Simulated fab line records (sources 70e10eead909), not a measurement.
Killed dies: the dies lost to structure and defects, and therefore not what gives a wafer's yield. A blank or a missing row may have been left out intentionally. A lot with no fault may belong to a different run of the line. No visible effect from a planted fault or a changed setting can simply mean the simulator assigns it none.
fab line records + flow nandHarc
[record]
- lots = 13
- wafers = 37
- lastDay = 34
route steps=1302 shown A_CONTACT@1059 END@1302
lots with no fault: from the same line, run without faults
startH: hours from the record's first day to the start of the lot's first wafer shown + waitH: hours elapsed since this lot's preceding step + " repeats the value in the row above + L1.1+2: one row covering several wafers at once + - either no value or no given start + * or withheld: withheld + < > ~ a bound
route shown NAME@n: names a module that has steps shown in the file, with the first one's number in the route + usual: mean/standard deviation of fault-free wafers + same: alike in all rows + chamber/n: place in a boat + sites: per-site readings + _std_site: standard deviation across them + _edge_site: the outer-site mean with the inner-site mean subtracted + radiusMm: for every site, how far away it sits from the centre of the wafer + mask NAME#n: copy n + behind: the tool/chamber that last shaped the wafer + hold: what put the lot on hold/how long, in hours/how the hold closed + device: names the non-switching transistor (n, p or np) + end of line: at the end of the route, the tests of the same wafers + a step given without rows: its recipe and nothing more + killed: dies that structure and defects cost at the first sort, which is not the same as the wafer's yield + map: a wafer's dies, marking killed ones x, the rest . and places with no die _
set.NAME: the setting that was run; set.NAME@STEP: the one run at that earlier step + model.NAME: the simulator's own value behind a step, which no gauge read
steps of the route over a sample of lots; a table a step, a row a wafer
services: the hour from which a tool's chamber was out of use, counted from the record's first day as startH (under 0 if before that day), plus the number of hours and why
[[steps]]
[step NHARC_A_CONTACT_CD_MEAS_80]
[usual]
- cdNm = 289.8/0.66
| lot.wafer | tool     | chamber | startH | waitH | cdNm  |
|-----------|----------|---------|--------|-------|-------|
| L161.2    | cdSem-02 | -       | 518.84 | -     | 289.3 |
| L161.3    | "        | -       | "      | "     | 289.5 |
| L161.5    | "        | -       | "      | "     | 289.5 |
| L162.1    | cdSem-02 | -       | 521.59 | -     | 289.0 |
| L162.2    | "        | -       | "      | "     | 290.0 |
| L162.5    | "        | -       | "      | "     | 289.0 |
| L160.3    | cdSem-02 | -       | 525.20 | -     | 289.9 |
| L160.4    | "        | -       | "      | "     | 290.2 |
| L160.5    | "        | -       | "      | "     | 290.4 |
| L163.2    | cdSem-02 | -       | 528.70 | -     | 289.2 |
| L163.4    | "        | -       | "      | "     | 289.7 |
| L163.6    | "        | -       | "      | "     | 288.8 |
| L164.1    | cdSem-02 | -       | 529.56 | -     | 290.4 |
| L164.2    | "        | -       | "      | "     | 289.8 |
| L164.4    | "        | -       | "      | "     | 289.7 |
| L166.1    | cdSem-02 | -       | 542.75 | -     | 289.4 |
| L166.2    | "        | -       | "      | "     | 288.2 |
| L166.4    | "        | -       | "      | "     | 289.2 |
| L170.1    | cdSem-03 | -       | 588.57 | -     | 288.7 |
| L170.3    | "        | -       | "      | "     | 288.4 |
| L170.5    | "        | -       | "      | "     | 288.4 |
| L171.3    | cdSem-01 | -       | 612.55 | -     | 290.0 |
| L171.4    | "        | -       | "      | "     | 290.1 |
| L171.5    | "        | -       | "      | "     | 290.4 |
| L172.1    | cdSem-03 | -       | 620.25 | -     | 290.5 |
| L172.6    | "        | -       | "      | "     | 289.8 |
| L174.1    | cdSem-03 | -       | 638.44 | -     | 290.3 |
| L174.6    | "        | -       | "      | "     | 290.1 |
| L183.1    | cdSem-01 | -       | 721.96 | -     | 290.6 |
| L183.2    | "        | -       | "      | "     | 290.6 |
| L183.5    | "        | -       | "      | "     | 291.1 |
| L182.1    | cdSem-01 | -       | 726.52 | -     | 290.0 |
| L182.3    | "        | -       | "      | "     | 290.4 |
| L182.6    | "        | -       | "      | "     | 290.6 |
| L181.3    | cdSem-02 | -       | 742.42 | -     | 288.5 |
| L181.4    | "        | -       | "      | "     | 288.4 |
| L181.6    | "        | -       | "      | "     | 288.8 |
[step NHARC_A_CONTACT_ETCH_106]
[recipe]
- targetDepthA = 900
- overetchA = 90
- timeS = 49.5
- ionEnergyEv = 100
- cf4FlowSccm = 80
- o2FlowSccm = 20
- arFlowSccm = 0
- rfW = 300
- biasW = 100
- chemistry = CF4/O2
[usual]
- drypumpMotorCurrentA = 5.84/0.29
- oesProductAu = 1.000/0.011
- rfVppV = 198.1/1.4
- runLengthS = 70.8/0.52
- showerheadPlenumPTorr = 1.35/0.055
- throttleValvePct = 13.397/0.0093
| lot.wafer | tool       | chamber | startH | waitH | drypumpMotorCurrentA | oesProductAu | rfHoursCounterH | rfVppV | runLengthS | showerheadPlenumPTorr | throttleValvePct |
|-----------|------------|---------|--------|-------|----------------------|--------------|-----------------|--------|------------|-----------------------|------------------|
| L161.3    | rieDiel-01 | 3       | 519.78 | 0.1   | 5.66                 | 0.989        | 40              | 197.3  | 71.0       | 1.28                  | 13.400           |
| L161.2    | "          | 1       | "      | "     | 5.88                 | 1.000        | 46              | 200.0  | 71.4       | 1.34                  | 13.393           |
| L161.5    | "          | 3       | "      | "     | 5.65                 | 0.993        | -               | 198.7  | 71.2       | 1.28                  | 13.394           |
| L162.2    | rieDiel-01 | 1       | 521.89 | 0.1   | 5.88                 | 1.000        | 47              | 196.9  | 71.4       | 1.34                  | 13.408           |
| L162.1    | "          | 2       | "      | "     | 6.19                 | 1.011        | 41              | 196.8  | 70.0       | 1.24                  | 13.377           |
| L162.5    | "          | 1       | "      | "     | 5.88                 | 1.011        | -               | 197.8  | 71.4       | 1.34                  | 13.402           |
| L160.3    | rieDiel-01 | 3       | 525.50 | 0.1   | 5.66                 | 0.986        | 42              | 196.2  | 71.0       | 1.28                  | 13.389           |
| L160.4    | "          | 1       | "      | "     | 5.88                 | 1.011        | 49              | 197.9  | 71.4       | 1.34                  | 13.397           |
| L160.5    | "          | 2       | "      | "     | 6.20                 | 1.012        | -               | 194.6  | 70.4       | 1.24                  | 13.395           |
| L163.2    | rieDiel-08 | 1       | 529.07 | 0.1   | 5.58                 | 0.989        | 49              | 198.8  | 70.5       | 1.37                  | 13.394           |
| L163.4    | "          | 3       | "      | "     | 5.84                 | 0.994        | 53              | 196.2  | 71.7       | 1.31                  | 13.386           |
| L163.6    | "          | 1       | "      | "     | 5.58                 | 0.981        | -               | 198.6  | 70.7       | 1.37                  | 13.388           |
| L164.2    | rieDiel-01 | 2       | 529.88 | 0.1   | 6.22                 | 1.011        | 43              | 196.1  | 70.0       | 1.24                  | 13.411           |
| L164.1    | "          | 3       | "      | "     | 5.67                 | 0.971        | 43              | 196.9  | 71.0       | 1.28                  | 13.401           |
| L164.4    | "          | 0       | "      | "     | 5.37                 | 0.998        | 48              | 197.6  | 70.6       | 1.44                  | 13.402           |
| L166.4    | rieDiel-01 | 0       | 543.04 | 0.1   | 5.43                 | 1.002        | 53              | 201.5  | 70.2       | 1.43                  | 13.398           |
| L166.2    | "          | 1       | "      | "     | 5.87                 | 1.000        | 56              | 198.8  | 71.6       | 1.34                  | 13.393           |
| L166.1    | "          | 3       | "      | "     | 5.65                 | 0.984        | 47              | 196.1  | 71.5       | 1.28                  | 13.392           |
| L170.3    | rieDiel-04 | 2       | 588.90 | 0.1   | 5.99                 | 1.000        | 5               | 197.4  | 70.7       | 1.40                  | 13.377           |
| L170.1    | "          | 1       | "      | "     | 6.13                 | 1.005        | 5               | 199.5  | 70.5       | 1.34                  | 13.391           |
| L170.5    | "          | 1       | "      | "     | 6.12                 | 1.008        | -               | 197.1  | 70.7       | 1.34                  | 13.394           |
| L171.4    | rieDiel-01 | 0       | 612.96 | 0.1   | 5.41                 | 0.980        | 16              | 198.9  | 70.7       | 1.43                  | 13.401           |
| L171.3    | "          | 3       | "      | "     | 5.67                 | 0.980        | 15              | 194.9  | 71.0       | 1.28                  | 13.383           |
| L171.5    | "          | 1       | "      | "     | 5.89                 | 1.002        | -               | 198.4  | 71.3       | 1.34                  | 13.401           |
| L172.1    | rieDiel-08 | 3       | 620.55 | 0.1   | 5.85                 | 0.994        | 25              | 198.1  | 71.8       | 1.30                  | 13.397           |
| L172.6    | "          | 2       | "      | "     | 5.58                 | 1.009        | -               | 197.2  | 71.0       | 1.29                  | 13.408           |
| L174.1    | rieDiel-08 | 3       | 638.73 | 0.1   | 5.84                 | 0.992        | 29              | 197.3  | 71.5       | 1.30                  | 13.383           |
| L174.6    | "          | 0       | "      | "     | 5.36                 | 1.021        | -               | 197.9  | 70.2       | 1.34                  | 13.407           |
| L183.1    | rieDiel-08 | 2       | 722.32 | 0.0   | 5.57                 | 1.003        | 53              | 197.0  | 71.3       | 1.29                  | 13.392           |
| L183.2    | "          | 3       | "      | "     | 5.87                 | 0.999        | 56              | 196.9  | 71.3       | 1.29                  | 13.396           |
| L183.5    | "          | 2       | "      | "     | 5.58                 | 1.009        | -               | 195.7  | 70.9       | 1.29                  | 13.398           |
| L182.3    | rieDiel-04 | 2       | 727.00 | 0.1   | 5.99                 | 0.998        | 2               | 198.5  | 70.4       | 1.40                  | 13.391           |
| L182.1    | "          | 3       | "      | "     | 5.96                 | 1.001        | 2               | 199.5  | 71.1       | 1.39                  | 13.410           |
| L182.6    | "          | 1       | "      | "     | 6.12                 | 0.989        | -               | 198.5  | 70.4       | 1.34                  | 13.394           |
| L181.3    | rieDiel-08 | 0       | 742.94 | 0.1   | 5.35                 | 1.014        | 4               | 197.4  | 70.3       | 1.33                  | 13.403           |
| L181.6    | "          | 0       | "      | "     | 5.37                 | 1.022        | -               | 197.8  | 70.0       | 1.33                  | 13.411           |
| L181.4    | "          | 1       | "      | "     | 5.56                 | 0.989        | -               | 198.7  | 70.7       | 1.36                  | 13.386           |
[step NHARC_A_CONTACT_ETCH_30]
[recipe]
- targetDepthA = 726
- timeS = 36.3
- cf4FlowSccm = 100
- chf3FlowSccm = 30
- arFlowSccm = 0
- rfW = 500
- biasW = 200
- chemistry = CF4/CHF3
[usual]
- drypumpMotorCurrentA = 5.89/0.3
- oesProductAu = 0.932/0.018
- rfVppV = 371.3/2
- runLengthS = 57.5/0.48
- showerheadPlenumPTorr = 1.60/0.06
- throttleValvePct = 16.804/0.0092
| lot.wafer | tool       | chamber | startH | waitH | drypumpMotorCurrentA | oesProductAu | rfHoursCounterH | rfVppV | runLengthS | showerheadPlenumPTorr | throttleValvePct |
|-----------|------------|---------|--------|-------|----------------------|--------------|-----------------|--------|------------|-----------------------|------------------|
| L161.2    | rieDiel-08 | 0       | 526.54 | -     | 5.36                 | 0.919        | 45              | 370.2  | 56.7       | 1.59                  | 16.802           |
| L161.3    | "          | 1       | "      | "     | 5.57                 | 0.922        | 48              | 372.9  | 58.1       | 1.62                  | 16.796           |
| L161.5    | "          | 1       | "      | "     | 5.58                 | 0.924        | -               | 372.8  | 57.3       | 1.62                  | 16.807           |
| L162.2    | rieDiel-04 | 1       | 528.53 | -     | 6.13                 | 0.937        | 32              | 370.6  | 57.3       | 1.59                  | 16.802           |
| L162.1    | "          | 2       | "      | "     | 5.98                 | 0.924        | 28              | 372.6  | 57.8       | 1.65                  | 16.793           |
| L162.5    | "          | 1       | "      | "     | 6.13                 | 0.942        | -               | 371.0  | 57.1       | 1.59                  | 16.810           |
| L160.3    | rieDiel-01 | 2       | 530.47 | -     | 6.18                 | 0.938        | 43              | 366.2  | 56.7       | 1.46                  | 16.796           |
| L160.4    | "          | 3       | "      | "     | 5.66                 | 0.904        | 43              | 368.0  | 57.5       | 1.51                  | 16.812           |
| L160.5    | "          | 3       | "      | "     | 5.65                 | 0.917        | -               | 369.4  | 57.9       | 1.51                  | 16.801           |
| L163.4    | rieDiel-01 | 1       | 533.00 | -     | 5.90                 | 0.919        | 51              | 370.3  | 58.2       | 1.58                  | 16.816           |
| L163.2    | "          | 3       | "      | "     | 5.66                 | 0.919        | 44              | 367.8  | 57.5       | 1.51                  | 16.808           |
| L163.6    | "          | 0       | "      | "     | 5.46                 | 0.933        | -               | 374.9  | 56.9       | 1.69                  | 16.807           |
| L164.4    | rieDiel-08 | 0       | 533.99 | -     | 5.36                 | 0.923        | 48              | 369.6  | 56.7       | 1.59                  | 16.812           |
| L164.1    | "          | 1       | "      | "     | 5.60                 | 0.923        | 50              | 372.1  | 58.1       | 1.62                  | 16.801           |
| L164.2    | "          | 2       | "      | "     | 5.58                 | 0.925        | 56              | 368.8  | 57.7       | 1.53                  | 16.799           |
| L166.4    | rieDiel-01 | 3       | 548.45 | -     | 5.66                 | 0.912        | 48              | 369.7  | 57.9       | 1.51                  | 16.805           |
| L166.2    | "          | 0       | "      | "     | 5.43                 | 0.938        | 54              | 373.3  | 57.1       | 1.69                  | 16.814           |
| L166.1    | "          | 2       | "      | "     | 6.19                 | 0.930        | 49              | 366.4  | 56.8       | 1.46                  | 16.795           |
| L170.3    | rieDiel-04 | 3       | 592.78 | -     | 5.99                 | 0.915        | 7               | 372.9  | 57.9       | 1.65                  | 16.798           |
| L170.1    | "          | 1       | "      | "     | 6.13                 | 0.925        | 6               | 370.9  | 57.5       | 1.58                  | 16.812           |
| L170.5    | "          | 3       | "      | "     | 5.98                 | 0.918        | -               | 372.3  | 57.4       | 1.65                  | 16.808           |
| L171.4    | rieDiel-04 | 2       | 620.27 | -     | 6.00                 | 0.917        | 12              | 372.7  | 49.3       | 1.65                  | 16.806           |
| L171.3    | "          | 1       | "      | "     | 6.12                 | 0.930        | 12              | 370.6  | 58.0       | 1.58                  | 16.822           |
| L171.5    | "          | 3       | "      | "     | 5.97                 | 0.927        | -               | 373.8  | 57.3       | 1.65                  | 16.826           |
| L172.1    | rieDiel-04 | 2       | 624.90 | -     | 5.98                 | 0.931        | 13              | 373.2  | 49.3       | 1.65                  | 16.817           |
| L172.6    | "          | 0       | "      | "     | 6.38                 | 0.926        | -               | 370.6  | 57.6       | 1.57                  | 16.792           |
| L174.1    | rieDiel-04 | 1       | 642.58 | -     | 6.11                 | 0.930        | 16              | 371.0  | 49.2       | 1.58                  | 16.803           |
| L174.6    | "          | 2       | "      | "     | 6.00                 | 0.914        | -               | 374.2  | 57.5       | 1.65                  | 16.807           |
| L183.2    | rieDiel-04 | 0       | 727.02 | -     | 6.38                 | 0.948        | 2               | 370.0  | 58.0       | 1.57                  | 16.808           |
| L183.1    | "          | 2       | "      | "     | 6.00                 | 0.956        | 2               | 373.3  | 57.2       | 1.64                  | 16.799           |
| L183.5    | "          | 0       | "      | "     | 6.41                 | 0.962        | -               | 369.4  | 58.3       | 1.57                  | 16.813           |
| L182.3    | rieDiel-08 | 1       | 737.69 | -     | 5.58                 | 0.932        | 1               | 371.8  | 57.2       | 1.60                  | 16.810           |
| L182.1    | "          | 2       | "      | "     | 5.58                 | 0.956        | 1               | 369.2  | 57.8       | 1.52                  | 16.807           |
| L182.6    | "          | 1       | "      | "     | 5.60                 | 0.928        | -               | 372.2  | 57.6       | 1.60                  | 16.807           |
| L181.4    | rieDiel-01 | 3       | 747.15 | -     | 5.66                 | 0.985        | 2               | 369.5  | 57.5       | 1.50                  | 16.820           |
| L181.3    | "          | 0       | "      | "     | 5.39                 | 0.970        | 2               | 373.3  | 57.0       | 1.67                  | 16.810           |
| L181.6    | "          | 2       | "      | "     | 6.20                 | 0.959        | -               | 375.0  | 56.7       | 1.69                  | 16.793           |
[step NHARC_A_CONTACT_ETCH_138]
[recipe]
- sourceW = withheld
- pressureMtorr = 20
- biasV = 1200
- timeS = 311
- targetDepthA = 19140
- arFlowSccm = withheld
- c4f8FlowSccm = withheld
- o2FlowSccm = withheld
- chemistry = C4F8/O2/Ar
[usual]
- oesAirLineAu = 1.003/0.019
- runLengthS = 311/0
| lot.wafer | tool          | chamber | startH | waitH | oesAirLineAu | rfHoursCounterH | runLengthS |
|-----------|---------------|---------|--------|-------|--------------|-----------------|------------|
| L161.2    | harCapEtch-01 | 0       | 528.20 | 0.2   | 1.028        | 5               | 311        |
| L161.3    | "             | 0       | "      | "     | 1.004        | -               | 311        |
| L161.5    | "             | 0       | "      | "     | 0.990        | -               | 311        |
| L162.2    | harCapEtch-01 | 0       | 530.14 | 0.2   | 1.015        | 6               | 311        |
| L162.1    | "             | 1       | "      | "     | 1.015        | 6               | 311        |
| L162.5    | "             | 1       | "      | "     | 1.008        | -               | 311        |
| L160.4    | harCapEtch-02 | 0       | 532.17 | 0.2   | 0.984        | -               | 311        |
| L160.3    | "             | 1       | "      | "     | 1.003        | -               | 311        |
| L160.5    | "             | 1       | "      | "     | 1.035        | -               | 311        |
| L163.2    | harCapEtch-01 | 1       | 534.68 | 0.2   | 0.973        | 8               | 311        |
| L163.4    | "             | 0       | "      | "     | 0.994        | -               | 311        |
| L163.6    | "             | 1       | "      | "     | 1.002        | -               | 311        |
| L164.1    | harCapEtch-03 | 0       | 535.61 | 0.2   | 1.003        | 47              | 311        |
| L164.2    | "             | 1       | "      | "     | 0.980        | 47              | 311        |
| L164.4    | "             | 0       | "      | "     | 0.995        | -               | 311        |
| L166.1    | harCapEtch-02 | 1       | 550.07 | 0.2   | 0.977        | 98              | 311        |
| L166.2    | "             | 0       | "      | "     | 1.019        | 98              | 311        |
| L166.4    | "             | 1       | "      | "     | 1.029        | -               | 311        |
| L170.1    | harCapEtch-03 | 1       | 594.52 | 0.2   | 1.013        | 55              | 311        |
| L170.3    | "             | 0       | "      | "     | 1.026        | -               | 311        |
| L170.5    | "             | 1       | "      | "     | 1.018        | -               | 311        |
| L171.3    | harCapEtch-02 | 1       | 622.34 | 0.3   | 0.987        | -               | 311        |
| L171.4    | "             | 0       | "      | "     | 0.998        | -               | 311        |
| L171.5    | "             | 0       | "      | "     | 1.014        | -               | 311        |
| L172.1    | harCapEtch-01 | 1       | 626.55 | 0.2   | 1.031        | 21              | 311        |
| L172.6    | "             | 0       | "      | "     | 0.980        | -               | 311        |
| L174.1    | harCapEtch-01 | 0       | 644.20 | 0.2   | 0.973        | 25              | 311        |
| L174.6    | "             | 0       | "      | "     | 1.008        | -               | 311        |
| L183.1    | harCapEtch-03 | 0       | 728.77 | 0.2   | 0.977        | 80              | 311        |
| L183.2    | "             | 1       | "      | "     | 0.986        | 80              | 311        |
| L183.5    | "             | 0       | "      | "     | 1.004        | -               | 311        |
| L182.1    | harCapEtch-02 | 0       | 739.41 | 0.2   | 0.987        | 128             | 311        |
| L182.3    | "             | 0       | "      | "     | 1.024        | -               | 311        |
| L182.6    | "             | 1       | "      | "     | 1.012        | -               | 311        |
| L181.4    | harCapEtch-02 | 0       | 748.85 | 0.2   | 0.990        | -               | 311        |
| L181.3    | "             | 1       | "      | "     | 1.030        | -               | 311        |
| L181.6    | "             | 0       | "      | "     | 0.991        | -               | 311        |
[step NHARC_END_SORT_01]
[recipe]
- tempC = 25
[usual]
- killedAtArray = 41/10
- killedAtOther = 0.8/0.91
- killedAtPeriphery = 4.2/2.9
- killedDies = 46/10
- killedOpen = 3.5/2.1
- killedShort = 2.5/1.6
[same]
- grossDies = 677
| lot.wafer | tool      | chamber | startH | waitH | killedAtArray | killedAtOther | killedAtPeriphery | killedDies | killedOpen | killedShort |
|-----------|-----------|---------|--------|-------|---------------|---------------|-------------------|------------|------------|-------------|
| L171.3    | prober-01 | 0       | 674.39 | 3.1   | 33            | 2             | 6                 | 41         | 1          | 2           |
| L171.4    | prober-01 | 0       | 675.19 | 3.4   | 246           | 2             | 3                 | 251        | 3          | 0           |
| L171.5    | prober-01 | 0       | 675.98 | 3.7   | 32            | 2             | 2                 | 36         | 3          | 0           |
// killed by level:class
L171.3 A_SLIT:chamberFilmFlake=13 A_CHANNEL_HOLE_D2:chamberFilmFlake=8 A_CHANNEL_HOLE_D1:chamberFilmFlake=4 P_BONDPAD:chamberFilmFlake=3 A_CONTACT:chamberFilmFlake=3 P_STI:chamberFilmFlake=2 A_CHANNEL_FILL_D1:chamberFilmFlake=2 THIN_TSV:chamberFilmFlake=2
L171.4 A_CONTACT:areaEtch=208 A_SLIT:chamberFilmFlake=14 A_CHANNEL_HOLE_D2:chamberFilmFlake=10 A_CHANNEL_FILL_D1:chamberFilmFlake=5 A_WL_FILL:chamberFilmFlake=3 P_BONDPAD:chamberFilmFlake=2 A_CHANNEL_HOLE_D1:chamberFilmFlake=2 P_CONTACT:geometricParticle:open=1
L171.5 A_SLIT:chamberFilmFlake=13 A_CHANNEL_HOLE_D2:chamberFilmFlake=9 A_CHANNEL_HOLE_D1:chamberFilmFlake=2 A_CHANNEL_FILL_D1:chamberFilmFlake=2 A_WL_FILL:chamberFilmFlake=2 THIN_TSV:chamberFilmFlake=2 P_M0:geometricParticle:open=1 P_M1:geometricParticle:open=1
[[services]]
| tool          | chamber | startH | hours | kind   |
|---------------|---------|--------|-------|--------|
| harCapEtch-01 | -       | 498.07 | 17.0  | pm     |
| rieDiel-08    | -       | 498.61 | 5.7   | repair |
| rieDiel-04    | 3       | 502.59 | 2.6   | repair |
| rieDiel-01    | 0       | 512.81 | -     | clean  |
| rieDiel-01    | 1       | 512.81 | -     | clean  |
| rieDiel-01    | 2       | 512.81 | -     | clean  |
| rieDiel-01    | 3       | 512.81 | -     | clean  |
| harCapEtch-03 | -       | 531.50 | 0.2   | repair |
| rieDiel-04    | -       | 531.99 | 9.0   | pm     |
| rieDiel-01    | 0       | 537.31 | -     | clean  |
| rieDiel-01    | 1       | 537.31 | -     | clean  |
| rieDiel-01    | 2       | 537.31 | -     | clean  |
| rieDiel-08    | -       | 548.91 | 9.0   | pm     |
| rieDiel-01    | -       | 557.90 | 9.0   | pm     |
| rieDiel-04    | 1       | 562.54 | 2.9   | repair |
| rieDiel-04    | 0       | 572.98 | 42.3  | repair |
| rieDiel-01    | -       | 591.56 | 0.6   | repair |
| rieDiel-01    | 3       | 694.14 | 21.7  | repair |
| rieDiel-01    | 0       | 704.05 | 3.3   | repair |
| rieDiel-04    | -       | 708.99 | 9.0   | pm     |
| rieDiel-01    | 0       | 714.89 | 28.9  | repair |
| rieDiel-08    | -       | 725.94 | 9.0   | pm     |
| rieDiel-01    | -       | 734.92 | 9.0   | pm     |
| rieDiel-08    | 2       | 741.91 | 6.8   | repair |
[[key]]
[firstSign]
- step = NHARC_A_CONTACT_ETCH_30
- reading = runLengthS
- direction = down
- sigmas = 17
- usual = *
- struck = *
[effect]
- step = NHARC_END_SORT_01
- reading = killedDies
- direction = up
- sigmas = 20
- usual = 46
- struck = 251
[moreKillsBornAt]
- NHARC_A_CONTACT_ETCH_30@rieDiel-04 = 208
metAt NHARC_A_CONTACT_ETCH_30
struckLots L171,L172,L174
struckWafers L171.4,L172.1,L174.1
sortLeftOut L172.1,L174.1
testerLeftOut L171,L172,L174
notActingAt NHARC_A_CONTACT_CD_MEAS_80,NHARC_A_CONTACT_ETCH_106,NHARC_A_CONTACT_ETCH_138
onsetBetween 592.78 620.27
[fault]
- kind = processParameterDrift
- tool = rieDiel-04
- chamber = -
- onsetH = 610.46
- steps = NHARC_A_CONTACT_ETCH_30
- channel = timeS
- offset = *
- shape = step
- endH = 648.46
- scope = struckWafersOnly
- actsIn = *
- stated = *
// testerLeftOut: of these lots the tester's yield and bins aren't shown, on N5 and GAA mostly nor the transistor test; their killed dies are dies lost to structure and defects alone, not to doping, threshold or leakage, so they don't give the yield
// sortLeftOut: the simulated sort isn't trusted on such a fault, so these wafers' sort isn't shown, and their yield isn't known
